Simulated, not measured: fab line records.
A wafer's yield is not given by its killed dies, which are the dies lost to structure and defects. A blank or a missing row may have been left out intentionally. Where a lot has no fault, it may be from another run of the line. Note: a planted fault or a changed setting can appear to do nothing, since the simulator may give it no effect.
fab line records	flow n5-finfet
record lots=15	wafers=44	last-day=18
route steps=1938 shown BEOL_M8@1390 BEOL_M9@1416
lots with no fault: from the same line, run without faults
start-h: hours from the record's first day to the start of the lot's first wafer shown	wait-h: how many hours have passed since the lot's step before this one	" the same as in the row above	L1.1+2: a row that stands for several wafers	- value missing, or start not given	* or withheld: withheld	< > ~ a bound
route shown NAME@n: NAME is a module with steps in the file, n the number in the route of the first one	usual: mean/standard deviation taken from wafers without a fault	same: alike in all rows	chamber/n: place in a boat	sites: each site's reading	_std_site: how widely they spread, as a standard deviation	_edge_site: mean of outer sites minus mean of inner sites	radius-mm: for every site, how far away it sits from the centre of the wafer	mask NAME#n: copy n	behind: tool/chamber where the wafer was last shaped	hold: reason for holding the lot/hours on hold/outcome of the hold	device: the n, p or np transistor that did not switch	end of line: the same wafers' tests at the end of the route	step lacking rows: just its recipe	killed: count of dies lost to structure and defects at first sort (not the wafer's yield)	map: a wafer's dies, x killed, . not, _ none there
set.NAME: the setting as run; set.NAME@STEP: as run at that earlier step	model.NAME: the simulator's own value behind a step, which no gauge read
steps of the route over a sample of lots; a table a step, a row a wafer
services: a tool's chamber out of use, with start hour (start-h, from the record's first day; less than 0 if before it), hours out, and reason
## steps
# step N5_BEOL_M8_SURFACE_TREAT_79
# recipe gas=Ar	time-s=*	ion-energy-ev=*	ion-current-ma-cm2=0.5	pressure-mtorr=*	ar-flow-sccm=30
# usual throttle-valve-pct=*
lot.wafer	tool	chamber	start-h	wait-h	throttle-valve-pct
L761.4	pvd-sputter-03	-	213.62	0.2	*
L761.5	"	-	"	"	*
L761.6	"	-	"	"	*
L762.2	pvd-sputter-03	-	220.18	0.2	*
L762.4	"	-	"	"	*
L762.6	"	-	"	"	*
L763.2	pvd-sputter-02	-	224.39	0.2	*
L763.3	"	-	"	"	*
L763.5	"	-	"	"	*
L765.2	pvd-sputter-03	-	252.30	1.9	*
L765.6	"	-	"	"	*
L769.1	pvd-sputter-01	-	263.26	0.2	*
L769.3	"	-	"	"	*
L769.5	"	-	"	"	*
L768.2	pvd-sputter-01	-	265.94	1.7	*
L768.4	"	-	"	"	*
L768.5	"	-	"	"	*
L770.1	pvd-sputter-01	-	278.82	0.2	*
L770.3	"	-	"	"	*
L770.4	"	-	"	"	*
L771.2	pvd-sputter-01	-	284.02	0.5	*
L771.4	"	-	"	"	*
L771.6	"	-	"	"	*
L773.3	pvd-sputter-02	-	284.63	0.2	*
L773.4	"	-	"	"	*
L773.5	"	-	"	"	*
L775.2	pvd-sputter-01	-	293.73	0.2	*
L775.4	"	-	"	"	*
L775.5	"	-	"	"	*
L776.2	pvd-sputter-01	-	300.16	0.2	*
L776.3	"	-	"	"	*
L776.5	"	-	"	"	*
L777.3	pvd-sputter-01	-	315.52	0.3	*
L777.4	"	-	"	"	*
L777.5	"	-	"	"	*
L781.1	pvd-sputter-02	-	340.90	0.4	*
L781.5	"	-	"	"	*
L781.6	"	-	"	"	*
L784.2	pvd-sputter-02	-	350.90	0.2	*
L784.4	"	-	"	"	*
L784.5	"	-	"	"	*
L783.1	pvd-sputter-03	-	355.96	0.2	*
L783.2	"	-	"	"	*
L783.4	"	-	"	"	*
# step N5_BEOL_M8_DEP_56
# recipe material=SiCN	target-thk-a=100	temp-c=withheld	precursor=3MS/NH3	pressure-torr=3	rf-w=202	time-s=17.5
# usual showerhead-plenum-p-Torr=3.667/0.01	throttle-valve-pct=8.9/0.37
lot.wafer	tool	chamber	start-h	wait-h	showerhead-plenum-p-Torr	throttle-valve-pct
L761.4	pecvd-03	1	215.18	0.0	3.678	9.2
L761.5	"	0	"	"	3.675	8.5
L761.6	"	2	"	"	3.681	8.6
L762.2	pecvd-02	1	221.44	0.0	3.664	9.2
L762.4	"	0	"	"	3.663	9.0
L762.6	"	2	"	"	3.665	8.1
L763.2	pecvd-04	0	225.98	0.0	3.652	9.1
L763.3	"	2	"	"	3.662	8.8
L763.5	"	0	"	"	3.648	8.8
L765.2	pecvd-04	1	253.89	0.0	3.662	9.1
L765.6	"	0	"	"	3.660	9.1
L769.1	pecvd-03	0	264.45	0.0	3.691	8.5
L769.3	"	1	"	"	3.672	9.5
L769.5	"	2	"	"	3.671	8.4
L768.2	pecvd-04	1	267.04	0.0	3.675	9.3
L768.4	"	0	"	"	3.661	9.0
L768.5	"	2	"	"	3.648	8.7
L770.1	pecvd-02	1	279.87	0.0	3.653	9.4
L770.3	"	0	"	"	3.665	8.9
L770.4	"	1	"	"	3.675	9.2
L771.2	pecvd-02	2	285.22	0.0	3.659	8.4
L771.4	"	0	"	"	3.657	9.2
L771.6	"	2	"	"	3.661	8.5
L773.3	pecvd-03	0	285.67	0.0	3.679	8.5
L773.4	"	1	"	"	3.674	9.3
L773.5	"	0	"	"	3.672	8.4
L775.2	pecvd-04	1	294.94	0.0	3.670	9.2
L775.4	"	2	"	"	3.646	8.8
L775.5	"	1	"	"	3.663	9.0
L776.2	pecvd-04	1	301.64	0.0	3.672	9.3
L776.3	"	2	"	"	3.670	8.8
L776.5	"	2	"	"	3.661	9.1
L777.3	pecvd-03	0	317.02	0.0	3.687	8.5
L777.4	"	1	"	"	3.668	9.5
L777.5	"	2	"	"	3.681	8.6
L781.1	pecvd-04	0	342.74	0.0	3.659	9.0
L781.5	"	2	"	"	3.655	8.9
L781.6	"	0	"	"	3.654	9.1
L784.2	pecvd-04	0	352.24	0.0	3.663	8.9
L784.4	"	0	"	"	3.665	9.0
L784.5	"	2	"	"	3.657	9.3
L783.1	pecvd-04	1	357.10	0.0	3.674	8.9
L783.2	"	2	"	"	3.658	8.9
L783.4	"	0	"	"	3.658	9.1
# step N5_BEOL_M9_INSPECT_13
# recipe mode=adi	inspect-instrument=brightfield
# usual raw-defect-count=386/85
lot.wafer	tool	chamber	start-h	wait-h	raw-defect-count
L761.4	defect-inspect-01	-	217.18	0.0	225
L761.5	"	-	"	"	368
L761.6	"	-	"	"	325
L762.2	defect-inspect-02	-	223.31	0.0	420
L762.4	"	-	"	"	476
L762.6	"	-	"	"	494
L763.2	defect-inspect-02	-	229.79	0.0	411
L763.3	"	-	"	"	270
L763.5	"	-	"	"	334
L765.2	defect-inspect-02	-	258.92	0.0	357
L765.6	"	-	"	"	362
L769.1	defect-inspect-02	-	266.83	0.0	552
L769.3	"	-	"	"	404
L769.5	"	-	"	"	327
L768.2	defect-inspect-01	-	269.69	0.0	330
L768.4	"	-	"	"	341
L768.5	"	-	"	"	276
L770.1	defect-inspect-01	-	281.87	0.0	339
L770.3	"	-	"	"	368
L770.4	"	-	"	"	622
L771.2	defect-inspect-01	-	288.08	0.0	365
L771.4	"	-	"	"	555
L771.6	"	-	"	"	305
L773.3	defect-inspect-02	-	288.24	0.0	269
L773.4	"	-	"	"	257
L773.5	"	-	"	"	220
L775.2	defect-inspect-02	-	299.86	0.0	386
L775.4	"	-	"	"	548
L775.5	"	-	"	"	491
L776.2	defect-inspect-02	-	303.49	0.0	397
L776.3	"	-	"	"	372
L776.5	"	-	"	"	505
L777.3	defect-inspect-02	-	319.13	0.0	328
L777.4	"	-	"	"	320
L777.5	"	-	"	"	333
L781.1	defect-inspect-02	-	345.41	0.0	414
L781.5	"	-	"	"	507
L781.6	"	-	"	"	629
L784.2	defect-inspect-01	-	355.10	0.0	502
L784.4	"	-	"	"	408
L784.5	"	-	"	"	418
L783.1	defect-inspect-02	-	359.54	0.0	518
L783.2	"	-	"	"	465
L783.4	"	-	"	"	416
# step N5_BEOL_M9_ETCH_62
# recipe chemistry=N2/H2	target=SOC	target-depth-a=1100	overetch-a=220	mask-material=SiARC	temp-c=40	time-s=165	ion-energy-ev=200	pressure-mtorr=30	source-w=840	bias-w=150	n2-flow-sccm=200	h2-flow-sccm=200
# usual bias-w=150.0/0.45	chamber-pressure-mTorr=30.001/0.027	drypump-motor-current-A=5.8/0.34	oes-product-au=0.69/0.076	rf-vpp-V=524.1/1.9	showerhead-plenum-p-Torr=2.55/0.066	throttle-valve-pct=17.68/0.18
lot.wafer	tool	chamber	start-h	wait-h	bias-w	chamber-pressure-mTorr	drypump-motor-current-A	oes-product-au	rf-hours-counter-h	rf-vpp-V	showerhead-plenum-p-Torr	throttle-valve-pct
L761.4	rie-diel-01	2	217.30	0.0	150.8	30.001	5.4	0.58	252	522.5	2.50	18.33
L761.5	"	1	"	"	150.2	30.017	5.5	0.63	-	524.6	2.53	17.76
L761.6	"	2	"	"	150.0	30.021	5.4	0.58	-	523.6	2.50	18.33
L762.2	rie-diel-04	3	223.43	0.0	149.9	30.062	5.9	0.79	7	527.9	2.61	17.68
L762.4	"	1	"	"	150.0	30.003	6.3	0.58	-	525.3	2.60	17.97
L762.6	"	3	"	"	149.2	30.004	5.9	0.79	-	525.9	2.61	17.69
L763.2	rie-diel-04	3	229.91	0.0	150.4	30.039	5.9	0.80	9	524.0	2.61	17.69
L763.3	"	0	"	"	149.8	30.014	5.7	0.84	1	527.1	2.62	17.59
L763.5	"	1	"	"	149.8	29.959	6.3	0.58	-	526.4	2.60	17.98
L765.2	rie-diel-01	3	259.04	0.0	150.2	30.013	5.7	0.61	165	520.4	2.43	17.75
L765.6	"	3	"	"	149.5	30.021	5.7	0.61	-	522.6	2.43	17.73
L769.1	rie-diel-05	0	266.96	0.0	150.5	29.969	5.4	0.73	48	528.5	2.70	17.72
L769.3	"	3	"	"	150.3	29.956	5.6	0.58	236	521.7	2.51	17.87
L769.5	"	0	"	"	149.4	29.968	5.4	0.73	-	526.0	2.70	17.70
L768.2	rie-diel-05	3	269.81	0.0	150.0	30.001	5.6	0.58	237	523.5	2.51	17.88
L768.4	"	2	"	"	150.2	29.959	5.9	0.60	239	524.3	2.51	17.90
L768.5	"	1	"	"	149.7	30.022	5.2	0.63	-	524.0	2.54	17.65
L770.1	rie-diel-01	3	282.08	0.1	150.3	29.963	5.7	0.61	174	521.0	2.43	17.75
L770.3	"	3	"	"	149.9	30.039	5.7	0.60	-	520.4	2.43	17.75
L770.4	"	0	"	"	150.2	30.010	5.3	0.67	-	525.2	2.55	17.70
L771.2	rie-diel-04	2	288.55	0.1	149.6	29.996	6.2	0.70	64	520.8	2.48	17.39
L771.4	"	2	"	"	150.0	29.984	6.2	0.70	-	523.8	2.48	17.37
L771.6	"	0	"	"	148.9	29.960	5.7	0.77	-	526.0	2.61	17.64
L773.3	rie-diel-05	1	288.56	0.0	149.7	29.999	5.2	0.62	178	525.3	2.54	17.65
L773.4	"	3	"	"	150.8	29.994	5.6	0.57	243	522.6	2.50	17.88
L773.5	"	1	"	"	149.8	30.001	5.2	0.63	-	523.0	2.54	17.65
L775.2	rie-diel-01	2	300.07	0.0	-	-	-	-	-	-	-	-
L775.4	"	0	"	"	-	-	-	-	-	-	-	-
L775.5	"	1	"	"	-	-	-	-	-	-	-	-
L776.2	rie-diel-04	2	304.45	0.0	-	-	-	-	-	-	-	-
L776.3	"	3	"	"	-	-	-	-	-	-	-	-
L776.5	"	0	"	"	-	-	-	-	-	-	-	-
L777.3	rie-diel-04	3	319.51	0.0	-	-	-	-	-	-	-	-
L777.4	"	0	"	"	-	-	-	-	-	-	-	-
L777.5	"	2	"	"	-	-	-	-	-	-	-	-
L781.1	rie-diel-05	1	345.53	0.0	150.1	30.008	5.2	0.62	194	522.8	2.53	17.68
L781.5	"	1	"	"	150.0	29.979	5.2	0.61	-	523.7	2.53	17.67
L781.6	"	0	"	"	149.5	29.978	5.4	0.72	-	528.1	2.69	17.73
L784.2	rie-diel-01	0	355.43	0.0	150.5	30.027	5.3	0.65	121	524.1	2.54	17.74
L784.4	"	2	"	"	149.6	30.002	5.4	0.76	22	523.0	2.49	17.90
L784.5	"	0	"	"	150.5	30.005	5.3	0.65	-	524.0	2.54	17.77
L783.1	rie-diel-04	0	360.03	0.0	150.0	30.042	5.6	0.73	47	526.1	2.60	17.69
L783.2	"	3	"	"	149.5	29.956	5.9	0.72	52	524.2	2.59	17.75
L783.4	"	2	"	"	150.3	29.973	6.2	0.68	87	522.6	2.47	17.42
# step N5_BEOL_M9_HM_OPEN_17
# recipe chemistry=Cl2/BCl3	target-depth-a=200	overetch-a=60	target=TiN	mask-material=SOC	ion-energy-ev=150	pressure-mtorr=10	icp-w=1000	bias-w=126	Cl2_flow_sccm=53.25	bcl3-flow-sccm=21.75	Ar_flow_sccm=25
# usual drypump-motor-current-A=5.6/0.59	oes-product-au=0.66/0.074	throttle-valve-pct=22.11/0.18
lot.wafer	tool	chamber	start-h	wait-h	drypump-motor-current-A	oes-product-au	rf-hours-counter-h	throttle-valve-pct
L761.4	rie-metal-03	1	217.52	0.1	6.0	0.59	-	21.81
L761.5	"	0	"	"	4.6	0.69	-	22.23
L761.6	"	1	"	"	5.9	0.59	-	21.81
L762.2	rie-metal-02	0	223.61	0.0	6.1	0.63	62	22.20
L762.4	"	1	"	"	5.6	0.76	-	22.16
L762.6	"	1	"	"	5.5	0.76	-	22.15
L763.2	rie-metal-03	1	230.10	0.0	5.9	0.58	82	21.84
L763.3	"	1	"	"	5.9	0.58	-	21.80
L763.5	"	0	"	"	4.6	0.67	-	22.24
L765.2	rie-metal-01	0	259.26	0.1	6.2	0.75	-	22.03
L765.6	"	0	"	"	6.2	0.74	-	22.05
L769.1	rie-metal-01	0	267.14	0.0	6.1	0.75	15	22.05
L769.3	"	0	"	"	6.2	0.75	-	22.04
L769.5	"	1	"	"	5.8	0.55	-	22.40
L768.2	rie-metal-03	0	269.99	0.0	4.6	0.67	43	22.24
L768.4	"	1	"	"	6.0	0.57	-	21.83
L768.5	"	1	"	"	5.9	0.57	-	21.83
L770.1	rie-metal-03	1	282.35	0.0	5.9	0.57	88	21.84
L770.3	"	1	"	"	5.9	0.58	-	21.82
L770.4	"	0	"	"	4.7	0.67	-	22.24
L773.3	rie-metal-03	0	288.78	0.1	4.6	0.65	-	22.27
L773.4	"	1	"	"	5.9	0.57	-	21.85
L773.5	"	0	"	"	4.6	0.66	-	22.26
L771.2	rie-metal-01	1	288.82	0.0	5.8	0.55	115	22.39
L771.4	"	1	"	"	5.8	0.55	-	22.39
L771.6	"	0	"	"	6.2	0.74	-	22.04
L775.2	rie-metal-01	0	300.29	0.1	6.2	0.33	-	22.71
L775.4	"	0	"	"	6.2	0.32	-	22.71
L775.5	"	0	"	"	6.2	0.32	-	22.71
L776.2	rie-metal-01	0	304.66	0.1	6.2	0.32	-	22.71
L776.3	"	0	"	"	6.2	0.32	-	22.72
L776.5	"	0	"	"	6.2	0.32	-	22.71
L777.3	rie-metal-02	0	319.73	0.1	6.1	0.26	-	22.90
L777.4	"	1	"	"	5.6	0.31	-	22.81
L777.5	"	1	"	"	5.6	0.31	-	22.84
L781.1	rie-metal-03	1	345.71	0.0	5.9	0.56	92	21.86
L781.5	"	1	"	"	5.9	0.56	-	21.85
L781.6	"	0	"	"	4.6	0.64	-	22.30
L784.2	rie-metal-03	1	355.62	0.0	5.9	0.56	94	21.88
L784.4	"	1	"	"	5.9	0.56	-	21.85
L784.5	"	1	"	"	5.9	0.56	-	21.87
L783.1	rie-metal-02	1	360.21	0.0	5.6	0.71	21	22.19
L783.2	"	0	"	"	6.1	0.59	75	22.25
L783.4	"	1	"	"	5.6	0.71	-	22.18
# step N5_BEOL_M9_CD_MEAS_18
# recipe pitch-nm=140	target-cd-nm=70
# usual cd-nm=69.5/0.55
lot.wafer	tool	chamber	start-h	wait-h	cd-nm
L761.4	cd-sem-03	-	217.67	0.1	69.1
L761.5	"	-	"	"	69.5
L761.6	"	-	"	"	69.2
L762.2	cd-sem-03	-	223.79	0.1	70.6
L762.4	"	-	"	"	69.7
L762.6	"	-	"	"	70.1
L763.2	cd-sem-01	-	230.28	0.1	70.1
L763.3	"	-	"	"	68.5
L763.5	"	-	"	"	69.4
L765.2	cd-sem-03	-	259.50	0.1	69.8
L765.6	"	-	"	"	70.0
L769.1	cd-sem-02	-	267.32	0.0	68.9
L769.3	"	-	"	"	70.1
L769.5	"	-	"	"	68.6
L768.2	cd-sem-02	-	270.18	0.1	70.5
L768.4	"	-	"	"	70.6
L768.5	"	-	"	"	69.1
L770.1	cd-sem-02	-	282.53	0.0	69.9
L770.3	"	-	"	"	69.5
L770.4	"	-	"	"	70.9
L773.3	cd-sem-03	-	288.98	0.1	69.5
L773.4	"	-	"	"	69.6
L773.5	"	-	"	"	69.6
L771.2	cd-sem-01	-	289.02	0.1	68.9
L771.4	"	-	"	"	69.4
L771.6	"	-	"	"	69.2
L775.2	cd-sem-01	-	300.71	0.1	-
L775.4	"	-	"	"	-
L775.5	"	-	"	"	-
L776.2	cd-sem-02	-	304.94	0.1	-
L776.3	"	-	"	"	-
L776.5	"	-	"	"	-
L777.3	cd-sem-02	-	319.88	0.1	-
L777.4	"	-	"	"	-
L777.5	"	-	"	"	-
L781.1	cd-sem-01	-	345.89	0.0	70.0
L781.5	"	-	"	"	68.9
L781.6	"	-	"	"	69.1
L784.2	cd-sem-01	-	355.80	0.1	69.2
L784.4	"	-	"	"	69.7
L784.5	"	-	"	"	68.6
L783.1	cd-sem-02	-	360.39	0.0	68.9
L783.2	"	-	"	"	70.0
L783.4	"	-	"	"	69.7
## services
tool	chamber	start-h	hours	kind
rie-diel-05	3	190.29	7.9	repair
rie-diel-01	1	194.00	11.3	repair
rie-metal-01	-	195.05	14.6	pm
pecvd-04	-	195.44	5.5	pm
rie-diel-01	0	197.51	3.7	repair
rie-metal-01	-	210.27	0.7	repair
rie-diel-01	3	226.04	5.8	repair
rie-diel-01	2	236.17	32.3	repair
rie-diel-01	-	236.82	0.8	repair
rie-metal-01	1	246.97	16.4	repair
rie-diel-04	1	253.83	13.9	repair
rie-metal-03	-	264.13	0.5	repair
pecvd-03	0	272.97	3.5	repair
rie-diel-01	1	279.30	8.4	repair
rie-diel-01	3	286.15	4.1	repair
rie-diel-04	3	287.19	4.6	repair
pvd-sputter-02	-	288.76	8.9	repair
rie-diel-05	-	295.90	14.6	pm
rie-metal-01	-	296.25	0.1	repair
rie-metal-03	1	300.85	7.4	repair
pecvd-04	-	307.35	2.8	pm
pecvd-03	1	319.66	12.4	repair
pvd-sputter-01	-	326.48	1.0	repair
pecvd-03	0	339.32	30.1	repair
## key
first-sign step=N5_BEOL_M9_ETCH_62	reading=tool-record	direction=missing
effect step=N5_BEOL_M9_HM_OPEN_17	reading=oes-product-au	direction=down	sigmas=4.6	usual=0.66	struck=0.31
effect step=N5_BEOL_M9_CD_MEAS_18	reading=cd-nm	direction=missing
met-at N5_BEOL_M9_ETCH_62
struck-lots L775,L776,L777
later-rows-left-out L775.2,L775.4,L775.5,L776.2,L776.3,L776.5,L777.3,L777.4,L777.5
sort-left-out L775.2,L775.4,L775.5,L776.2,L776.3,L776.5,L777.3,L777.4,L777.5
not-acting-at N5_BEOL_M8_SURFACE_TREAT_79,N5_BEOL_M8_DEP_56,N5_BEOL_M9_INSPECT_13
onset-between 288.55 300.07
fault kind=skipped-step-whole	tool=rie-diel-01,rie-diel-04	chamber=-	onset-h=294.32	steps=N5_BEOL_M9_ETCH_62	scope=struck-lots-only
# sort-left-out: the simulated sort isn't trusted on such a fault, so these wafers' sort isn't shown, and their yield isn't known
# later-rows-left-out: the simulator's readings of these wafers behind a module that went badly wrong aren't trusted and aren't shown, but for the sort
